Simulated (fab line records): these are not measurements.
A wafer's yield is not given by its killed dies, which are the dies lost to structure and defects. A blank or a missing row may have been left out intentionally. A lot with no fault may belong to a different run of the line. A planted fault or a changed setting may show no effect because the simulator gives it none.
Matching of chambers    flow nand harc    NHARC_THIN_TSV_DEP_47 on pecvd-01 has 3 sister chambers
The step deposits SiO2, target thk 200 nm. 6 wafers are shown with their chamber, then 7 later ones without.

== WAFERS PAIRED WITH THEIR CHAMBERS ==
wafer   chamber  throttle valve pct (%)
L775.1  0        16.0
L778.1  1        17.3
L778.2  0        16.2
L778.3  2        16.4
L779.1  1        17.5
L779.4  2        16.4

== WAFERS WITH NO CHAMBER GIVEN ==
wafer   throttle valve pct (%)
L779.6  17.7
L791.2  16.2
L791.4  17.4
L791.6  15.8
L790.1  16.4
L790.2  17.5
L790.4  16.9

== WHICH CHAMBER EACH ONE RAN IN ==
wafer   from the rows above      in truth
L779.6  1                        1
L791.2  can't be placed: 0 or 2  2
L791.4  1                        1
L791.6  0                        0
L790.1  2                        2
L790.2  1                        1
L790.4  can't be placed: 1 or 2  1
Correctly placed: 5 of 7. Unplaceable from these rows: 2, with the true chamber sitting among the candidates in 2. Placed wrongly: 0.
How it was worked out, from the rows above alone: a wafer's distance from a chamber is the root of the sum, over the readings, of the square of ((its reading less the chamber's mean) divided by the reading's scatter). The wafer belongs to the nearest chamber; if the next one is less than 2 further off, it can't be placed. The mean given for a chamber averages the wafers shown for that chamber. The scatter is the square root of a quotient: the sum, over the shown wafers, of each reading's squared deviation from its chamber's mean, divided by wafers minus chambers.
